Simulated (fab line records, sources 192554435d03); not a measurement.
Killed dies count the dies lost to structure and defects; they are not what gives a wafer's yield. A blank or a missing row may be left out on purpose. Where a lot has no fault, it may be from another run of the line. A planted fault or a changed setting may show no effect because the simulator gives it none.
fab line records ; flow n5_finfet
record: lots: 7; wafers: 39
route steps=1938 shown MOL_CONTACT_COAG@586 BEOL_M0@731 BEOL_M9@1419
start_h: the number of hours between the record's first day and the start of the first shown wafer of the lot ; wait_h: hours elapsed since this lot's preceding step ; " as in the row above ; L1.1+2: a single row standing in for several wafers ; - value missing, or start not given ; * or withheld: withheld ; < > ~ a bound
route shown NAME@n: a module of which the file shows steps, and the number in the route of the first ; usual: mean/standard deviation of fault-free wafers ; same: alike in all rows ; chamber/n: place in a boat ; sites: readings site by site ; _std_site: standard deviation across them ; _edge_site: the outer-site mean with the inner-site mean subtracted ; radius_mm: how far each site lies from the wafer's centre ; mask NAME#n: copy n ; behind: tool/chamber where the wafer was last shaped ; hold: what put the lot on hold/how long, in hours/how the hold closed ; device: whichever transistor did not switch (one of n, p or np) ; end of line: the tests these same wafers got at the end of their route ; where a step has no rows: the recipe by itself ; killed: the dies lost at the first sort to structure and to defects; this is not the yield of the wafer ; map: a wafer's dies, marking killed ones x, the rest . and places with no die _
set.NAME: the setting that was run; set.NAME@STEP: the one run at that earlier step ; model.NAME: the simulator's own value behind a step, which no gauge read
one table per step and one row per wafer, for lots whose settings were changed on purpose
== steps ==
step: N5_MOL_CONTACT_COAG_VIA_ETCH_46
recipe: chemistry: C4F6/O2; target_depth_a: 460; overetch_a: 92; mask_material: SOC; target: SiO2; bias_w: 455; pressure_mtorr: 10; time_s: 40; source_w: 325; Ar_flow_sccm: 300; C4F6_flow_sccm: 10; O2_flow_sccm: 10; ion_energy_ev: 575.3; ends: end_point
lot.wafer;tool;chamber;start_h;wait_h;set.target_depth_a;model.etch.depth_nm;model.SOC_of_MOL_CONTACT_COAG_COAT_75.thk_nm
L077.1;rie_diel-02;2;118.03;0.0;460;45.62;50.4
L077.2;rie_diel-02;3;118.03;0.0;460;45.75;50.6
L077.3;rie_diel-02;0;118.03;0.0;460;45.08;50.6
L077.4;rie_diel-02;1;118.03;0.0;460;46.48;50.4
L077.5;rie_diel-02;1;118.03;0.0;460;46.34;50.4
L077.6;rie_diel-02;2;118.03;0.0;460;46.11;50.4
L079.1;rie_diel-01;1;131.07;0.0;460;45.13;51
L079.2;rie_diel-01;2;131.07;0.0;460;45.17;51
L079.3;rie_diel-01;0;131.07;0.0;460;44.64;50.6
L079.4;rie_diel-01;3;131.07;0.0;551.7;45.89;49.6
L079.5;rie_diel-01;2;131.07;0.0;551.7;46.01;49.8
L079.6;rie_diel-01;3;131.07;0.0;551.7;45.91;49.6
L083.1;rie_diel-02;1;159.14;0.0;460;44.75;50.6
L083.2;rie_diel-02;0;159.14;0.0;460;45.73;51
L083.5;rie_diel-02;0;159.14;0.0;460;45.69;50.8
L084.1;rie_diel-02;0;166.20;0.0;285.8;37.5;53
L084.2;rie_diel-02;3;166.20;0.0;460;46.19;50.8
L084.3;rie_diel-02;2;166.20;0.0;460;46.13;50.6
L084.4;rie_diel-02;1;166.20;0.0;460;46.64;50.8
L084.5;rie_diel-02;2;166.20;0.0;285.8;37.56;52.8
L084.6;rie_diel-02;3;166.20;0.0;285.8;37.53;53
L086.1;rie_diel-01;1;176.65;0.0;460;45.78;50.8
L086.2;rie_diel-01;3;176.65;0.0;460;46.1;50.8
L086.3;rie_diel-01;0;176.65;0.0;460;45.25;50.6
L086.4;rie_diel-01;1;176.65;0.0;460;46.52;50.8
L086.5;rie_diel-01;0;176.65;0.0;460;45.96;50.6
L086.6;rie_diel-01;3;176.65;0.0;460;46.73;50.6
L090.1;rie_diel-06;1;196.85;0.0;203.3;29.28;53.6
L090.2;rie_diel-06;2;196.85;0.0;460;45.15;50.4
L090.3;rie_diel-06;3;196.85;0.0;203.3;29.96;53.6
L090.4;rie_diel-06;0;196.85;0.0;203.3;29.86;53.6
L090.5;rie_diel-06;3;196.85;0.0;460;46.1;50.4
L090.6;rie_diel-06;2;196.85;0.0;460;45.49;50.2
L091.1;rie_diel-06;3;203.99;0.0;460;45.2;50.8
L091.2;rie_diel-06;1;203.99;0.0;460;45.22;50.8
L091.3;rie_diel-06;0;203.99;0.0;460;45.86;50.8
L091.4;rie_diel-06;2;203.99;0.0;460;45.7;50.6
L091.5;rie_diel-06;2;203.99;0.0;460;46.31;50.8
L091.6;rie_diel-06;1;203.99;0.0;460;46.33;50.8
step: N5_MOL_CONTACT_COAG_STRIP_96
recipe: chemistry: N2/H2; power_w: 500; temp_c: 40; pressure_mtorr: 50; rf_frequency_hz: 6e+07; overash_fraction: 0.3; bias_power_w: 28; h2_frac: 0.5; n2_flow_sccm: 300; h2_flow_sccm: 300
step: N5_MOL_CONTACT_COAG_ETCH_47
recipe: chemistry: CH3F/O2; target: SiNx; target_depth_a: 270; mask_material: SiO2; stop_on: W; over_etch_frac: 0.2; ion_energy_ev: 120; endpoint: OES-CN; pressure_mtorr: 30; source_w: 395; bias_w: 73; Ar_flow_sccm: 150; CH3F_flow_sccm: 30; O2_flow_sccm: 20; ends: end_point
usual: etch_rf_on_time_s: 31.1/0.39; oes_product_au: 0.74/0.056
lot.wafer;tool;chamber;start_h;wait_h;set.target_depth_a@MOL_CONTACT_COAG_VIA_ETCH_46;etch_rf_on_time_s;oes_product_au;model.etch.over_etch_s
L077.1;rie_diel-02;2;118.14;0.0;460;31.1;0.75;5.183
L077.2;rie_diel-02;3;118.14;0.0;460;30.8;0.77;5.128
L077.3;rie_diel-02;0;118.14;0.0;460;31.0;0.80;5.16
L077.4;rie_diel-02;1;118.14;0.0;460;30.9;0.78;5.152
L077.5;rie_diel-02;1;118.14;0.0;460;30.6;0.78;5.104
L077.6;rie_diel-02;2;118.14;0.0;460;31.4;0.75;5.237
L079.1;rie_diel-01;1;131.18;0.0;460;31.7;0.62;5.288
L079.2;rie_diel-01;2;131.18;0.0;460;30.6;0.63;5.104
L079.3;rie_diel-01;0;131.18;0.0;460;30.7;0.65;5.115
L079.4;rie_diel-01;3;131.18;0.0;551.7;31.7;0.79;5.283
L079.5;rie_diel-01;2;131.18;0.0;551.7;31.1;0.62;5.189
L079.6;rie_diel-01;3;131.18;0.0;551.7;31.5;0.79;5.247
L083.1;rie_diel-02;1;159.25;0.0;460;31.0;0.76;5.162
L083.2;rie_diel-02;0;159.25;0.0;460;31.3;0.77;5.222
L083.5;rie_diel-02;0;159.25;0.0;460;31.0;0.77;5.165
L084.1;rie_diel-02;0;166.30;0.0;285.8;50.8;0.32;0
L084.2;rie_diel-02;3;166.30;0.0;460;31.2;0.75;5.209
L084.3;rie_diel-02;2;166.30;0.0;460;31.5;0.73;5.256
L084.4;rie_diel-02;1;166.30;0.0;460;31.2;0.75;5.2
L084.5;rie_diel-02;2;166.30;0.0;285.8;50.8;0.31;0
L084.6;rie_diel-02;3;166.30;0.0;285.8;50.8;0.31;0
L086.1;rie_diel-01;1;176.75;0.0;460;31.8;0.62;5.293
L086.2;rie_diel-01;3;176.75;0.0;460;31.9;0.75;5.321
L086.3;rie_diel-01;0;176.75;0.0;460;31.5;0.63;5.245
L086.4;rie_diel-01;1;176.75;0.0;460;31.8;0.61;5.297
L086.5;rie_diel-01;0;176.75;0.0;460;31.7;0.63;5.277
L086.6;rie_diel-01;3;176.75;0.0;460;31.8;0.75;5.304
L090.1;rie_diel-06;1;196.95;0.0;203.3;50.8;0.30;0
L090.2;rie_diel-06;2;196.95;0.0;460;31.0;0.79;5.174
L090.3;rie_diel-06;3;196.95;0.0;203.3;50.8;0.31;0
L090.4;rie_diel-06;0;196.95;0.0;203.3;50.8;0.33;0
L090.5;rie_diel-06;3;196.95;0.0;460;30.8;0.76;5.127
L090.6;rie_diel-06;2;196.95;0.0;460;30.8;0.79;5.141
L091.1;rie_diel-06;3;204.10;0.0;460;30.5;0.76;5.086
L091.2;rie_diel-06;1;204.10;0.0;460;31.2;0.72;5.206
L091.3;rie_diel-06;0;204.10;0.0;460;30.5;0.79;5.091
L091.4;rie_diel-06;2;204.10;0.0;460;30.5;0.79;5.08
L091.5;rie_diel-06;2;204.10;0.0;460;30.7;0.78;5.111
L091.6;rie_diel-06;1;204.10;0.0;460;31.3;0.71;5.21
step: N5_MOL_CONTACT_COAG_STRIP_119
recipe: chemistry: N2/H2; time_s: 30; power_w: 1000; temp_c: 250; pressure_mtorr: withheld; n2_flow_sccm: 1750; h2_flow_sccm: 3250
step: N5_MOL_CONTACT_COAG_PRECLEAN_144
recipe: chemistry: alkaline_clean; temp_c: 60; time_s: 60; do_ppb: 50
step: N5_MOL_CONTACT_COAG_STRIP_120
recipe: chemistry: CHF3; resist: SiARC; rf_frequency_hz: 6e+07
step: N5_MOL_CONTACT_COAG_VIA_ETCH_117
recipe: chemistry: C4F6/O2; target_depth_a: 400; overetch_a: 80; mask_material: SOC; target: SiO2; bias_w: 455; pressure_mtorr: 10; time_s: 26; source_w: 325; Ar_flow_sccm: 300; C4F6_flow_sccm: 10; O2_flow_sccm: 10; ion_energy_ev: 575.3; ends: end_point
step: N5_MOL_CONTACT_COAG_ETCH_124
recipe: chemistry: CH3F/O2; target: SiNx; target_depth_a: 65; mask_material: SOC; stop_on: SiOC; over_etch_frac: 0.3; ion_energy_ev: 120; pressure_mtorr: 30; source_w: 395; bias_w: 73; Ar_flow_sccm: 150; CH3F_flow_sccm: 30; O2_flow_sccm: 20; ends: end_point
usual: oes_product_au: 0.69/0.063
lot.wafer;tool;chamber;start_h;wait_h;set.target_depth_a@MOL_CONTACT_COAG_VIA_ETCH_46;oes_product_au
L077.1;rie_diel-01;1;120.17;0.0;460;0.61
L077.2;rie_diel-01;3;120.17;0.0;460;0.78
L077.3;rie_diel-01;2;120.17;0.0;460;0.61
L077.4;rie_diel-01;0;120.17;0.0;460;0.63
L077.5;rie_diel-01;3;120.17;0.0;460;0.78
L077.6;rie_diel-01;2;120.17;0.0;460;0.60
L079.1;rie_diel-02;3;133.30;0.0;460;0.72
L079.2;rie_diel-02;1;133.30;0.0;460;0.73
L079.3;rie_diel-02;2;133.30;0.0;460;0.71
L079.4;rie_diel-02;0;133.30;0.0;551.7;0.76
L079.5;rie_diel-02;2;133.30;0.0;551.7;0.70
L079.6;rie_diel-02;1;133.30;0.0;551.7;0.72
L083.1;rie_diel-01;3;160.56;0.0;460;0.74
L083.2;rie_diel-01;1;160.56;0.0;460;0.60
L083.5;rie_diel-01;1;160.56;0.0;460;0.61
L084.1;rie_diel-06;1;167.74;0.0;285.8;0.30
L084.2;rie_diel-06;0;167.74;0.0;460;0.76
L084.3;rie_diel-06;3;167.74;0.0;460;0.74
L084.4;rie_diel-06;2;167.74;0.0;460;0.76
L084.5;rie_diel-06;1;167.74;0.0;285.8;0.31
L084.6;rie_diel-06;0;167.74;0.0;285.8;0.33
L086.1;rie_diel-01;0;177.93;0.0;460;0.61
L086.2;rie_diel-01;3;177.93;0.0;460;0.74
L086.3;rie_diel-01;1;177.93;0.0;460;0.59
L086.4;rie_diel-01;0;177.93;0.0;460;0.61
L086.5;rie_diel-01;3;177.93;0.0;460;0.73
L086.6;rie_diel-01;1;177.93;0.0;460;0.59
L090.1;rie_diel-02;1;198.12;0.0;203.3;0.31
L090.2;rie_diel-02;2;198.12;0.0;460;0.68
L090.3;rie_diel-02;0;198.12;0.0;203.3;0.32
L090.4;rie_diel-02;3;198.12;0.0;203.3;0.31
L090.5;rie_diel-02;3;198.12;0.0;460;0.70
L090.6;rie_diel-02;2;198.12;0.0;460;0.68
L091.1;rie_diel-06;3;205.43;0.0;460;0.72
L091.2;rie_diel-06;2;205.43;0.0;460;0.74
L091.3;rie_diel-06;1;205.43;0.0;460;0.67
L091.4;rie_diel-06;0;205.43;0.0;460;0.75
L091.5;rie_diel-06;0;205.43;0.0;460;0.74
L091.6;rie_diel-06;3;205.43;0.0;460;0.72
step: N5_MOL_CONTACT_COAG_ETCH_48
recipe: chemistry: C4F6/O2; target_depth_a: 150; overetch_a: 45; mask_material: SOC; target: SiOC; bias_w: 465; pressure_mtorr: 10; time_s: 17; source_w: 335; Ar_flow_sccm: 300; C4F6_flow_sccm: 10; O2_flow_sccm: 10; ion_energy_ev: 576
usual: oes_product_au: 0.66/0.071
lot.wafer;tool;chamber;start_h;wait_h;set.target_depth_a@MOL_CONTACT_COAG_VIA_ETCH_46;oes_product_au
L077.1;rie_diel-01;1;120.21;0.0;460;0.62
L077.2;rie_diel-01;3;120.21;0.0;460;0.80
L077.3;rie_diel-01;2;120.21;0.0;460;0.58
L077.4;rie_diel-01;0;120.21;0.0;460;0.63
L077.5;rie_diel-01;3;120.21;0.0;460;0.78
L077.6;rie_diel-01;2;120.21;0.0;460;0.62
L079.1;rie_diel-02;3;133.34;0.0;460;0.73
L079.2;rie_diel-02;1;133.34;0.0;460;0.72
L079.3;rie_diel-02;2;133.34;0.0;460;0.73
L079.4;rie_diel-02;0;133.34;0.0;551.7;0.74
L079.5;rie_diel-02;2;133.34;0.0;551.7;0.72
L079.6;rie_diel-02;1;133.34;0.0;551.7;0.73
L083.1;rie_diel-01;3;160.60;0.0;460;0.65
L083.2;rie_diel-01;1;160.60;0.0;460;0.55
L083.5;rie_diel-01;1;160.60;0.0;460;0.54
L084.1;rie_diel-06;1;167.78;0.0;285.8;0.30
L084.2;rie_diel-06;0;167.78;0.0;460;0.77
L084.3;rie_diel-06;3;167.78;0.0;460;0.69
L084.4;rie_diel-06;2;167.78;0.0;460;0.73
L084.5;rie_diel-06;1;167.78;0.0;285.8;0.30
L084.6;rie_diel-06;0;167.78;0.0;285.8;0.33
L086.1;rie_diel-01;0;177.97;0.0;460;0.59
L086.2;rie_diel-01;3;177.97;0.0;460;0.66
L086.3;rie_diel-01;1;177.97;0.0;460;0.55
L086.4;rie_diel-01;0;177.97;0.0;460;0.62
L086.5;rie_diel-01;3;177.97;0.0;460;0.67
L086.6;rie_diel-01;1;177.97;0.0;460;0.53
L090.1;rie_diel-02;1;198.16;0.0;203.3;0.31
L090.2;rie_diel-02;2;198.16;0.0;460;0.69
L090.3;rie_diel-02;0;198.16;0.0;203.3;0.31
L090.4;rie_diel-02;3;198.16;0.0;203.3;0.31
L090.5;rie_diel-02;3;198.16;0.0;460;0.70
L090.6;rie_diel-02;2;198.16;0.0;460;0.65
L091.1;rie_diel-06;3;205.47;0.0;460;0.70
L091.2;rie_diel-06;2;205.47;0.0;460;0.75
L091.3;rie_diel-06;1;205.47;0.0;460;0.70
L091.4;rie_diel-06;0;205.47;0.0;460;0.68
L091.5;rie_diel-06;0;205.47;0.0;460;0.66
L091.6;rie_diel-06;3;205.47;0.0;460;0.71
step: N5_BEOL_M0_ALD_136
recipe: material: TaN; target_thk_a: *; temp_c: 275; ald_precursor_family: PDMAT; ald_co_reactant: NH3; pressure_torr: 3; carrier_flow_sccm: 1500; pulse_time_s: 2; purge_time_s: 3; co_reactant_purge_time_s: 2; co_reactant_pulse_time_s: 3; ald_cycles: 30; precursor_vessel_temp_c: 75; precursor_vessel_pressure_torr: 26.25; precursor_vessel_carrier_sccm: 1000
lot.wafer;tool;chamber;start_h;wait_h;set.ald_cycles;model.TaN_of_BEOL_M0_ALD_136.thk_nm
L077.1+2+3;ald_metal-03;2,1,0;137.44;0.1;45;*
L077.4;ald_metal-03;3;137.44;0.1;30;*
L077.5+6;ald_metal-03;1,2;137.44;0.1;30;*
L079.1+2+4+5+6;ald_metal-02;3,0,1,2,1;149.04;0.1;30;*
L079.3;ald_metal-02;2;149.04;0.1;30;*
L083.1+2;ald_metal-02;0,3;175.16;0.0;30;*
L083.5;ald_metal-02;0;175.16;0.0;30;*
L084.1+4+5;ald_metal-01;0,3,0;185.29;0.1;18;*
L084.2+3+6;ald_metal-01;1,2,3;185.29;0.1;30;*
L086.1+2+3+6;ald_metal-02;1,2,3,1;193.76;0.0;30;*
L086.4+5;ald_metal-02;0,2;193.76;0.0;30;*
L090.1+2+3+4+5+6;ald_metal-03;0,1,3,1,0,3;213.30;0.0;30;*
L091.1+2+6;ald_metal-02;2,0,3;220.54;0.0;19;*
L091.3+4+5;ald_metal-02;3,1,0;220.54;0.0;30;*
step: N5_BEOL_M0_SURFACE_TREAT_137
recipe: gas: Ar; time_s: *; ion_energy_ev: *; ion_current_ma_cm2: 0.5; pressure_mtorr: *; ar_flow_sccm: 30
step: N5_BEOL_M0_CVD_115
recipe: material: Co; target_thk_a: *; temp_c: withheld; precursor: CCTBA/H2; pressure_torr: 30; time_s: 120
step: N5_BEOL_M0_ECD_118
recipe: material: Cu; target_thk_a: 3000
step: N5_BEOL_M0_ANNEAL_119
recipe: temp_c: 225; time_s: 90; ambient: N2
step: N5_BEOL_M0_CMP_120
recipe: stop_on: SiOC; t_overpolish_s: 6.9; down_force_psi: 1; platen_rpm: 50; clearing_platen_down_force_psi: 1.5; clearing_platen_rpm: 50; post_cmp_clean: cu_alkaline; clearing_platen_pad_velocity_m_s: 0.99484; pad_velocity_m_s: 0.99484
usual: barrier_field_endpoint_s: 3.72/0.13
lot.wafer;tool;chamber;start_h;wait_h;set.ald_cycles@BEOL_M0_ALD_136;barrier_field_endpoint_s
L077.1;cmp-02;0;138.88;0.3;45;4.87
L077.4;cmp-02;1;138.88;0.3;30;4.06
L077.3;cmp-02;2;138.88;0.3;45;4.55
L077.2;cmp-02;3;138.88;0.3;45;4.72
L077.5;cmp-02;0;138.88;0.3;30;3.86
L077.6;cmp-02;1;138.88;0.3;30;3.72
L079.3;cmp-03;2;150.89;0.2;30;3.70
L079.1;cmp-03;3;150.89;0.2;30;3.66
L079.4;cmp-03;0;150.89;0.2;30;3.82
L079.2;cmp-03;1;150.89;0.2;30;3.72
L079.6;cmp-03;2;150.89;0.2;30;3.67
L079.5;cmp-03;3;150.89;0.2;30;3.63
L083.1;cmp-02;0;177.21;0.3;30;3.72
L083.2;cmp-02;3;177.21;0.3;30;3.53
L083.5;cmp-02;0;177.21;0.3;30;3.73
L084.2;cmp-04;2;186.65;0.2;30;3.82
L084.4;cmp-04;3;186.65;0.2;18;3.12
L084.1;cmp-04;0;186.65;0.2;18;2.83
L084.3;cmp-04;1;186.65;0.2;30;3.89
L084.6;cmp-04;2;186.65;0.2;30;3.85
L084.5;cmp-04;3;186.65;0.2;18;3.12
L086.3;cmp-03;0;195.01;0.2;30;3.74
L086.4;cmp-03;1;195.01;0.2;30;3.80
L086.1;cmp-03;2;195.01;0.2;30;3.91
L086.2;cmp-03;3;195.01;0.2;30;3.77
L086.6;cmp-03;0;195.01;0.2;30;3.77
L086.5;cmp-03;1;195.01;0.2;30;3.54
L090.1;cmp-03;2;214.65;0.3;30;3.97
L090.3;cmp-03;3;214.65;0.3;30;3.84
L090.4;cmp-03;0;214.65;0.3;30;3.87
L090.2;cmp-03;1;214.65;0.3;30;3.80
L090.6;cmp-03;2;214.65;0.3;30;4.04
L090.5;cmp-03;3;214.65;0.3;30;4.09
L091.3;cmp-04;1;222.45;0.2;30;3.55
L091.4;cmp-04;2;222.45;0.2;30;3.59
L091.1;cmp-04;3;222.45;0.2;19;2.91
L091.2;cmp-04;0;222.45;0.2;19;2.90
L091.6;cmp-04;1;222.45;0.2;19;3.07
L091.5;cmp-04;2;222.45;0.2;30;3.59
step: N5_BEOL_M9_ETCH_62
recipe: chemistry: N2/H2; target: SOC; target_depth_a: 1100; overetch_a: 220; mask_material: SiARC; temp_c: 40; time_s: 165; ion_energy_ev: 200; pressure_mtorr: 30; source_w: 840; bias_w: 150; n2_flow_sccm: 200; h2_flow_sccm: 200
lot.wafer;tool;chamber;start_h;wait_h;set.time_s;model.SiARC_of_BEOL_M9_COAT_60.thk_nm
L077.1+2;rie_diel-03;3,2;217.10;0.0;137.5;24.6
L077.3+6;rie_diel-03;1;217.10;0.0;165;23.4
L077.4;rie_diel-03;2;217.10;0.0;165;23.6
L077.5;rie_diel-03;3;217.10;0.0;137.5;24.4
L079.1+2+4+5;rie_diel-03;1,2,0,1;239.21;0.0;165;23.4
L079.3+6;rie_diel-03;3,0;239.21;0.0;165;23.2
L083.1+5;rie_diel-04;3,2;259.33;0.0;165;23.6
L083.2;rie_diel-04;1;259.33;0.0;165;23.8
L084.1+4;rie_diel-05;3,0;260.56;0.0;165;23.4
L084.2;rie_diel-05;0;260.56;0.0;213.6;21.6
L084.3;rie_diel-05;1;260.56;0.0;213.6;21.8
L084.5;rie_diel-05;3;260.56;0.0;213.6;21.4
L084.6;rie_diel-05;1;260.56;0.0;165;23.8
L086.1;rie_diel-04;1;292.19;0.0;245.1;21
L086.2;rie_diel-04;3;292.19;0.0;245.1;20.6
L086.3;rie_diel-04;0;292.19;0.0;245.1;20
L086.4+6;rie_diel-04;3,1;292.19;0.0;165;23.8
L086.5;rie_diel-04;0;292.19;0.0;165;23.4
L090.1;rie_diel-03;1;305.37;0.0;165;23.4
L090.2+5;rie_diel-03;0;305.37;0.0;139.5;24.4
L090.3+6;rie_diel-03;3;305.37;0.0;165;23.2
L090.4;rie_diel-03;2;305.37;0.0;139.5;24.6
L091.1+5+6;rie_diel-04;3,1,3;324.91;0.0;165;23.6
L091.2+4;rie_diel-04;2;324.91;0.0;165;23.2
L091.3;rie_diel-04;1;324.91;0.0;165;23.8
step: N5_BEOL_M9_STRIP_68
recipe: chemistry: N2/H2; temp_c: 40; n2_flow_sccm: 200; h2_flow_sccm: 200; rf_frequency_hz: 6e+07
step: N5_BEOL_M9_STRIP_67
recipe: chemistry: CF4; resist: SiARC; power_w: 300; bias_power_w: 75; pressure_mtorr: 50; cf4_flow_sccm: 150; rf_frequency_hz: 6e+07
step: N5_BEOL_M9_HM_OPEN_17
recipe: chemistry: Cl2/BCl3; target_depth_a: 200; overetch_a: 60; target: TiN; mask_material: SOC; ion_energy_ev: 150; pressure_mtorr: 10; icp_w: 1000; bias_w: 126; Cl2_flow_sccm: 53.25; bcl3_flow_sccm: 21.75; Ar_flow_sccm: 25
lot.wafer;tool;chamber;start_h;wait_h;set.time_s@BEOL_M9_ETCH_62;model.etch.depth_nm
L077.1;rie_metal-02;0;217.28;0.0;137.5;19.51
L077.2;rie_metal-02;1;217.28;0.0;137.5;19.49
L077.3;rie_metal-02;0;217.28;0.0;165;19.72
L077.4;rie_metal-02;1;217.28;0.0;165;19.5
L077.5;rie_metal-02;0;217.28;0.0;137.5;19.71
L077.6;rie_metal-02;1;217.28;0.0;165;19.69
L079.1;rie_metal-03;0;239.40;0.0;165;19.74
L079.2;rie_metal-03;1;239.40;0.0;165;19.64
L079.3;rie_metal-03;0;239.40;0.0;165;19.85
L079.4;rie_metal-03;1;239.40;0.0;165;19.55
L079.5;rie_metal-03;1;239.40;0.0;165;19.89
L079.6;rie_metal-03;0;239.40;0.0;165;19.71
L083.1;rie_metal-03;1;259.51;0.0;165;19.78
L083.2;rie_metal-03;0;259.51;0.0;165;19.54
L083.5;rie_metal-03;0;259.51;0.0;165;19.73
L084.1+4;rie_metal-01;0;260.74;0.0;165;20.1
L084.2;rie_metal-01;1;260.74;0.0;213.6;15.53
L084.3;rie_metal-01;1;260.74;0.0;213.6;15.51
L084.5;rie_metal-01;0;260.74;0.0;213.6;15.2
L084.6;rie_metal-01;1;260.74;0.0;165;19.95
L086.1;rie_metal-03;1;292.38;0.0;245.1;12.15
L086.2;rie_metal-03;1;292.38;0.0;245.1;12.36
L086.3;rie_metal-03;1;292.38;0.0;245.1;11.98
L086.4;rie_metal-03;1;292.38;0.0;165;19.88
L086.5;rie_metal-03;1;292.38;0.0;165;19.92
L086.6;rie_metal-03;1;292.38;0.0;165;19.56
L090.1;rie_metal-03;1;305.56;0.0;165;19.86
L090.2;rie_metal-03;0;305.56;0.0;139.5;19.85
L090.3;rie_metal-03;0;305.56;0.0;165;19.95
L090.4;rie_metal-03;1;305.56;0.0;139.5;19.89
L090.5;rie_metal-03;0;305.56;0.0;139.5;19.67
L090.6;rie_metal-03;1;305.56;0.0;165;19.88
L091.1;rie_metal-02;1;325.09;0.0;165;19.73
L091.2;rie_metal-02;0;325.09;0.0;165;19.8
L091.3;rie_metal-02;0;325.09;0.0;165;20.07
L091.4;rie_metal-02;1;325.09;0.0;165;19.78
L091.5;rie_metal-02;1;325.09;0.0;165;19.86
L091.6;rie_metal-02;0;325.09;0.0;165;19.84
== key ==
split: step: N5_MOL_CONTACT_COAG_VIA_ETCH_46; setting: target_depth_a; stated: 460; by: wafer
response: step: N5_MOL_CONTACT_COAG_VIA_ETCH_46; reading: model.etch.depth_nm; change: +0.25; per: 1%; r: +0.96
response: step: N5_MOL_CONTACT_COAG_VIA_ETCH_46; reading: model.SOC_of_MOL_CONTACT_COAG_COAT_75.thk_nm; change: -0.0585; per: 1%; r: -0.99
response: step: N5_MOL_CONTACT_COAG_ETCH_47; reading: etch_rf_on_time_s; change: *; per: 1%; r: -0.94
response: step: N5_MOL_CONTACT_COAG_ETCH_47; reading: oes_product_au; change: +0.00887; per: 1%; r: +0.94
response: step: N5_MOL_CONTACT_COAG_ETCH_47; reading: model.etch.over_etch_s; change: +0.0983; per: 1%; r: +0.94
response: step: N5_MOL_CONTACT_COAG_ETCH_124; reading: oes_product_au; change: +0.00762; per: 1%; r: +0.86
response: step: N5_MOL_CONTACT_COAG_ETCH_48; reading: oes_product_au; change: +0.00736; per: 1%; r: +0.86
split: step: N5_BEOL_M0_ALD_136; setting: ald_cycles; stated: 30; by: wafer
response: step: N5_BEOL_M0_ALD_136; reading: model.TaN_of_BEOL_M0_ALD_136.thk_nm; change: *; per: 1%; r: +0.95
response: step: N5_BEOL_M0_CMP_120; reading: barrier_field_endpoint_s; change: +0.0179; per: 1%; r: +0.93
split: step: N5_BEOL_M9_ETCH_62; setting: time_s; stated: 165; by: wafer
response: step: N5_BEOL_M9_ETCH_62; reading: model.SiARC_of_BEOL_M9_COAT_60.thk_nm; change: -0.0656; per: 1%; r: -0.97
response: step: N5_BEOL_M9_HM_OPEN_17; reading: model.etch.depth_nm; change: -0.135; per: 1%; r: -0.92
